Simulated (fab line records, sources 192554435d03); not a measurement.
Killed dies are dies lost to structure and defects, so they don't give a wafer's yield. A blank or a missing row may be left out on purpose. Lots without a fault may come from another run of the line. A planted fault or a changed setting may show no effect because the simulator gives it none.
fab line records | flow n5_finfet
record lots=4 wafers=12 last_day=20
route steps=1938 shown BEOL_M5@1129 PASSIVATION@1936
lots that met no fault: from a run of the same line without faults
start_h: hours from the record's first day to the start of the lot's first wafer shown | wait_h: hours since the lot's step before | " the same as in the row above | L1.1+2: a row that stands for several wafers | - no value, or no start given | * or withheld: withheld | < > ~ a bound
route shown NAME@n: a module of which the file shows steps, and the number in the route of the first | usual: mean/standard deviation of fault-free wafers | same: alike in all rows | chamber/n: place in a boat | sites: the reading at each site | _std_site: their standard deviation | _edge_site: outer sites' mean less inner sites' | radius_mm: how far each site lies from the wafer's centre | mask NAME#n: copy n | behind: the tool/chamber that last shaped the wafer | hold: why the lot was held/for how many hours/how that ended | device: the transistor (n, p or np) that didn't switch | end of line: the same wafers' tests at the end of the route | a step without rows: its recipe alone | killed: dies lost to structure and defects at the first sort, not the wafer's yield | map: a wafer's dies, x killed, . not, _ none there
set.NAME: the setting as run; set.NAME@STEP: as run at that earlier step | model.NAME: the simulator's own value behind a step, which no gauge read
lots at some steps of the route; a table a step, a row a wafer
services: from which hour (start_h, from the record's first day; less than 0 if before it) a tool's chamber was out of use, for how many hours, and why
## steps
# step N5_BEOL_M5_DESCUM_16
# recipe chemistry=O2 time_s=7 source_power_w=50 bias_power_w=20 pressure_mtorr=20 rf_frequency_hz=2.712e+07 temp_c=40 resist=CAR-EUV o2_flow_sccm=225
# step N5_BEOL_M5_ETCH_72
# recipe chemistry=N2/H2 target=underlayer target_depth_a=65 mask_material=CAR-EUV time_s=5.2 ion_energy_ev=200 pressure_mtorr=30 source_w=840 bias_w=150 n2_flow_sccm=200 h2_flow_sccm=200 ends=cleared
# step N5_BEOL_M5_ETCH_61
# recipe chemistry=CF4 target=SiARC target_depth_a=156 mask_material=CAR-EUV time_s=26 ion_energy_ev=80 pressure_mtorr=40 source_w=545 bias_w=36 Ar_flow_sccm=100 cf4_flow_sccm=100 ends=cleared
# step N5_BEOL_M5_ETCH_62
# recipe chemistry=N2/H2 target=SOC target_depth_a=750 overetch_a=150 mask_material=SiARC temp_c=40 time_s=112.5 ion_energy_ev=200 pressure_mtorr=30 source_w=840 bias_w=150 n2_flow_sccm=200 h2_flow_sccm=200
# step N5_BEOL_M5_STRIP_63
# recipe chemistry=N2/H2 temp_c=40 n2_flow_sccm=200 h2_flow_sccm=200 rf_frequency_hz=6e+07
# step N5_BEOL_M5_STRIP_73
# recipe chemistry=N2/H2 temp_c=40 n2_flow_sccm=200 h2_flow_sccm=200 rf_frequency_hz=6e+07
# step N5_BEOL_M5_STRIP_64
# recipe chemistry=CF4 resist=SiARC power_w=300 bias_power_w=75 pressure_mtorr=50 cf4_flow_sccm=150 rf_frequency_hz=6e+07
# step N5_BEOL_M5_HM_OPEN_17
# recipe chemistry=Cl2/BCl3 target_depth_a=200 overetch_a=60 target=TiN mask_material=SOC ion_energy_ev=150 pressure_mtorr=10 icp_w=1000 bias_w=126 Cl2_flow_sccm=53.25 bcl3_flow_sccm=21.75 Ar_flow_sccm=25
# step N5_BEOL_M5_STRIP_19
# recipe chemistry=O2 power_w=400 temp_c=40 pressure_mtorr=30 rf_frequency_hz=6e+07 bias_power_w=0 overash_fraction=0.2 o2_flow_sccm=225
# step N5_BEOL_M5_COAT_65
# recipe resist=SOC temp_c=250 time_s=60 spin_rpm=1500 resist_thk_nm=60
# step N5_BEOL_M5_COAT_66
# recipe resist=SiARC temp_c=220 time_s=60 spin_rpm=1500 resist_thk_nm=12
# usual resist_line_temp_C=22.98/0.12 spin_speed_rpm=1500.0/0.86
# same time_s=60
# columns lot.wafer tool chamber start_h wait_h resist_line_temp_C spin_speed_rpm model.SiARC_of_BEOL_M5_COAT_66.thk_nm
L247.1 litho_track-03 0 231.41 - 22.67 1498.4 12
L247.3 " 0 " " 22.84 1500.8 12
L247.6 " 0 " " 22.87 1499.0 12
L258.3 litho_track-03 0 294.51 - 23.09 1218.0 13.4
L258.5 " 0 " " 23.00 1215.8 13.4
L258.6 " 0 " " 22.94 1216.4 13.4
L257.1 litho_track-03 0 305.24 - 22.91 1217.5 13.4
L257.3 " 0 " " 22.74 1216.6 13.4
L257.5 " 0 " " 22.89 1218.0 13.4
L267.1 litho_track-01 0 343.95 - 23.00 1500.1 12
L267.5 " 0 " " 22.99 1499.2 12
L267.6 " 0 " " 22.77 1499.8 12
# step N5_BEOL_M5_COAT_74
# recipe resist=underlayer temp_c=205 time_s=60 spin_rpm=1500 resist_thk_nm=5
# step N5_BEOL_M5_COAT_22
# recipe resist=CAR-EUV spin_rpm=1500 resist_thk_nm=30
# step N5_BEOL_M5_EBR_24
# recipe solvent=PGMEA ebr_width_mm=1.5
# step N5_BEOL_M5_SOFTBAKE_23
# recipe temp_c=110 time_s=60 resist=CAR-EUV
# step N5_BEOL_M5_EXPOSE_25
# recipe mask_id=V4 na=0.33 source_shape=quasar sigma_inner=0.2 sigma_outer=0.6 polarization=unpolarized defocus_nm=10 dose_mj=52.75
# step N5_BEOL_M5_PEB_26
# recipe peb_temp_c=100 peb_time_s=60 resist=CAR-EUV
# step N5_BEOL_M5_DEVELOP_27
# recipe develop_time_s=30 developer=TMAH resist=CAR-EUV rinse_liquid=surfactant_rinse dry=air_spin dev_temp_c=23
# step N5_BEOL_M5_DESCUM_33
# recipe chemistry=O2 time_s=7 source_power_w=50 bias_power_w=20 pressure_mtorr=20 rf_frequency_hz=2.712e+07 temp_c=40 resist=CAR-EUV o2_flow_sccm=225
# step N5_BEOL_M5_ETCH_75
# recipe chemistry=N2/H2 target=underlayer target_depth_a=65 mask_material=CAR-EUV time_s=5.2 ion_energy_ev=200 pressure_mtorr=30 source_w=840 bias_w=150 n2_flow_sccm=200 h2_flow_sccm=200 ends=cleared
# step N5_BEOL_M5_ETCH_67
# recipe chemistry=CF4 target=SiARC target_depth_a=156 mask_material=CAR-EUV time_s=26 ion_energy_ev=80 pressure_mtorr=40 source_w=545 bias_w=36 Ar_flow_sccm=100 cf4_flow_sccm=100 ends=cleared
# usual chamber_pressure_mTorr=40.00/0.035 drypump_motor_current_A=5.6/0.32 etch_rf_on_time_s=26.0/0.98 oes_product_au=0.66/0.056 rf_vpp_V=183.9/1.1 showerhead_plenum_p_Torr=2.13/0.075 throttle_valve_pct=15.65/0.22
# columns lot.wafer tool chamber start_h wait_h chamber_pressure_mTorr drypump_motor_current_A etch_rf_on_time_s oes_product_au rf_hours_counter_h rf_vpp_V showerhead_plenum_p_Torr throttle_valve_pct model.etch.depth_nm model.CAR-EUV_of_BEOL_M5_COAT_22.thk_nm
L247.1 rie_diel-06 2 231.99 0.0 39.96 5.9 27.2 0.66 116 182.4 1.99 15.64 12 11
L247.3 " 1 " " 40.03 5.4 26.5 0.70 76 185.7 2.17 15.64 11.96 11.2
L247.6 " 0 " " 39.98 5.5 26.0 0.77 - 182.7 2.09 15.21 12 11
L258.3 rie_diel-02 2 295.48 0.0 39.99 5.5 27.0 0.64 213 183.9 2.13 15.78 13.34 10
L258.5 " 0 " " 39.98 5.5 29.1 0.66 - 183.3 2.06 15.46 13.37 10.2
L258.6 " 1 " " 39.98 5.4 27.2 0.70 - 186.9 2.25 15.45 13.36 10.2
L257.1 rie_diel-02 1 306.21 0.0 40.04 5.4 27.1 0.71 105 185.3 2.25 15.48 13.34 10
L257.3 " 0 " " 40.05 5.5 29.4 0.66 137 182.6 2.06 15.49 13.35 10
L257.5 " 2 " " 40.00 5.5 27.3 0.63 - 184.2 2.13 15.79 13.33 10
L267.1 rie_diel-02 3 344.58 0.0 40.05 5.6 27.9 0.58 248 182.0 2.01 15.85 12.03 11.2
L267.5 " 1 " " 39.93 5.4 24.4 0.70 - 184.0 2.25 15.50 12.03 11
L267.6 " 2 " " 40.04 5.6 24.5 0.63 - 185.5 2.13 15.82 12.01 10.8
# step N5_BEOL_M5_ETCH_68
# recipe chemistry=N2/H2 target=SOC target_depth_a=800 overetch_a=160 mask_material=SiARC temp_c=40 time_s=120 ion_energy_ev=200 pressure_mtorr=30 source_w=840 bias_w=150 n2_flow_sccm=200 h2_flow_sccm=200
# usual chamber_pressure_mTorr=29.998/0.024 drypump_motor_current_A=5.6/0.33 oes_product_au=0.59/0.048 rf_vpp_V=523.4/2.5 showerhead_plenum_p_Torr=2.52/0.088 throttle_valve_pct=17.82/0.21
# same time_s=120
# columns lot.wafer tool chamber start_h wait_h chamber_pressure_mTorr drypump_motor_current_A oes_product_au rf_hours_counter_h rf_vpp_V showerhead_plenum_p_Torr throttle_valve_pct model.SiARC_of_BEOL_M5_COAT_66.thk_nm
L247.1 rie_diel-06 2 232.01 0.0 29.993 5.9 0.60 116 518.4 2.36 17.89 6.8
L247.3 " 1 " " 29.986 5.4 0.64 76 525.3 2.55 17.61 6.2
L247.6 " 0 " " 30.023 5.5 0.70 - 521.9 2.49 17.47 6.4
L258.3 rie_diel-02 2 295.51 0.0 30.018 5.5 0.55 213 522.0 2.50 17.85 7.6
L258.5 " 0 " " 29.954 5.6 0.60 - 522.1 2.46 17.86 8
L258.6 " 1 " " 30.007 5.4 0.62 - 527.4 2.66 17.57 7.4
L257.1 rie_diel-02 1 306.24 0.0 29.987 5.4 0.61 105 527.5 2.66 17.57 7.4
L257.3 " 0 " " 30.004 5.5 0.59 137 521.0 2.46 17.86 8
L257.5 " 2 " " 29.974 5.5 0.55 - 522.0 2.50 17.84 7.6
L267.1 rie_diel-02 3 344.60 0.0 30.022 5.7 0.54 248 520.1 2.39 17.95 7
L267.5 " 1 " " 30.005 5.4 0.60 - 526.7 2.65 17.60 6
L267.6 " 2 " " 29.988 5.5 0.54 - 523.8 2.49 17.89 6.2
# step N5_BEOL_M5_STRIP_69
# recipe chemistry=N2/H2 temp_c=40 n2_flow_sccm=200 h2_flow_sccm=200 rf_frequency_hz=6e+07
# step N5_PASSIVATION_PROBE_49
# usual defect_limited_yield=91.2/1.5 killed_at_M0_to_M3=36/10 killed_at_M4_up=14/5.2 killed_at_contacts=12/6 killed_at_front_end=37/10 killed_at_other=4/3.3 killed_dies=104/18 killed_open=68/14 killed_short=34/7.4 sort_bin_5_function=5.2/1 sort_bin_6_memory=3.3/0.7 sort_n_pass=1076/18 sort_yield_pct=91.2/1.5
# same gross_dies=1180 killed_at_back_side=0 sort_bin_4_leakage[%]=0 sort_bin_8_speed[%]=0
# columns lot.wafer tool chamber start_h wait_h defect_limited_yield[%] killed_at_M0_to_M3 killed_at_M4_up killed_at_contacts killed_at_front_end killed_at_other killed_dies killed_open killed_short sort_bin_5_function[%] sort_bin_6_memory[%] sort_n_pass sort_yield_pct[%]
L247.1 prober-01 - 338.27 0.0 92.1 33 3 20 33 4 93 52 41 5.1 2.3 1087 92.1
L247.3 prober-01 - 338.37 0.1 94.2 35 8 6 19 0 68 42 25 3.0 2.5 1112 94.2
L247.6 prober-01 - 338.52 0.3 91.9 42 13 8 28 4 95 58 37 4.5 3.2 1085 91.9
L257.1 prober-02 - 419.59 0.0 91.0 40 9 15 41 1 106 65 39 5.1 3.6 1074 91.0
L257.3 prober-02 - 419.69 0.1 91.4 26 9 28 31 8 102 66 34 5.3 3.1 1078 91.4
L257.5 prober-02 - 419.79 0.2 89.4 46 17 23 33 6 125 70 55 6.9 3.1 1055 89.4
# killed by level:class
L247.1 MOL_CONTACT_COAG:geometric_particle:open=15 BEOL_M0_SAQP:geometric_particle:short=9 FIN_SAQP:geometric_particle:short=8 BEOL_M2:geometric_particle:open=6 BEOL_M0_SAQP:geometric_particle:open=6 DUMMY_GATE:geometric_particle:open=5 GATE_CUT:geometric_particle:short=5 MOL_CONTACT_COAG:geometric_particle:short=5
L247.3 BEOL_M2:geometric_particle:open=8 MOL_CONTACT_COAG:geometric_particle:open=6 BEOL_M1:geometric_particle:open=6 FIN_SAQP:geometric_particle:open=4 BEOL_M1:geometric_particle:short=4 BEOL_M0_SAQP:geometric_particle:open=4 BEOL_M0_SAQP:geometric_particle:short=4 STARTING-WAFER:geometric_particle:short=4
L247.6 BEOL_M0_SAQP:geometric_particle:open=11 BEOL_M1:geometric_particle:open=7 BEOL_M4:geometric_particle:open=7 MOL_CONTACT_COAG:geometric_particle:open=6 BEOL_M0_SAQP:geometric_particle:short=6 FIN_SAQP:geometric_particle:open=5 STI_FIN_REVEAL:geometric_particle:open=5 BEOL_M1:geometric_particle:short=5
L257.1 BEOL_M0_SAQP:geometric_particle:short=13 FIN_SAQP:geometric_particle:open=10 MOL_CONTACT_COAG:geometric_particle:open=10 BEOL_M0_SAQP:geometric_particle:open=8 FIN_SAQP:geometric_particle:short=5 MOL_CONTACT_COAG:geometric_particle:short=5 BEOL_M2:geometric_particle:open=5 BEOL_M3:geometric_particle:open=5
L257.3 MOL_CONTACT_COAG:geometric_particle:open=23 BEOL_M3:geometric_particle:short=7 STI_FIN_REVEAL:geometric_particle:open=6 BEOL_M2:geometric_particle:open=6 DUMMY_GATE:geometric_particle:open=5 MOL_CONTACT_COAG:geometric_particle:short=5 BEOL_M4:geometric_particle:open=4 GATE_CUT:geometric_particle:short=4
L257.5 BEOL_M0_SAQP:geometric_particle:open=16 MOL_CONTACT_COAG:geometric_particle:open=15 BEOL_M0_SAQP:geometric_particle:short=12 MOL_CONTACT_COAG:geometric_particle:short=8 BEOL_M3:geometric_particle:open=7 GATE_CUT:geometric_particle:short=5 BEOL_M5:geometric_particle:short=5 FIN_SAQP:geometric_particle:short=4
## services
# columns tool chamber start_h hours kind
rie_diel-02 3 230.01 2.4 repair
rie_diel-02 0 252.10 6.5 repair
litho_track-03 - 308.09 - consumable_replace:filter
rie_diel-06 2 331.76 38.5 repair
## key
first_sign step=N5_BEOL_M5_COAT_66 reading=spin_speed_rpm direction=down sigmas=99+ usual=* struck=*
effect none on later readings
model_effect step=N5_BEOL_M5_COAT_66 value=SiARC_of_BEOL_M5_COAT_66.thk_nm without=12 struck=13.4
model_effect step=N5_BEOL_M5_ETCH_67 value=etch.depth_nm without=12.02 struck=13.35
model_effect step=N5_BEOL_M5_ETCH_68 value=SiARC_of_BEOL_M5_COAT_66.thk_nm without=6.333 struck=7.667
met_at N5_BEOL_M5_COAT_66
struck_wafers L257.1,L257.3,L257.5,L258.3,L258.5,L258.6
onset_between 231.41 294.51
fault kind=process_parameter_drift tool=litho_track-03 chamber=- onset_h=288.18 steps=N5_BEOL_M5_COAT_66 channel=spin_rpm offset=* shape=step end_h=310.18 acts_in=* stated=*
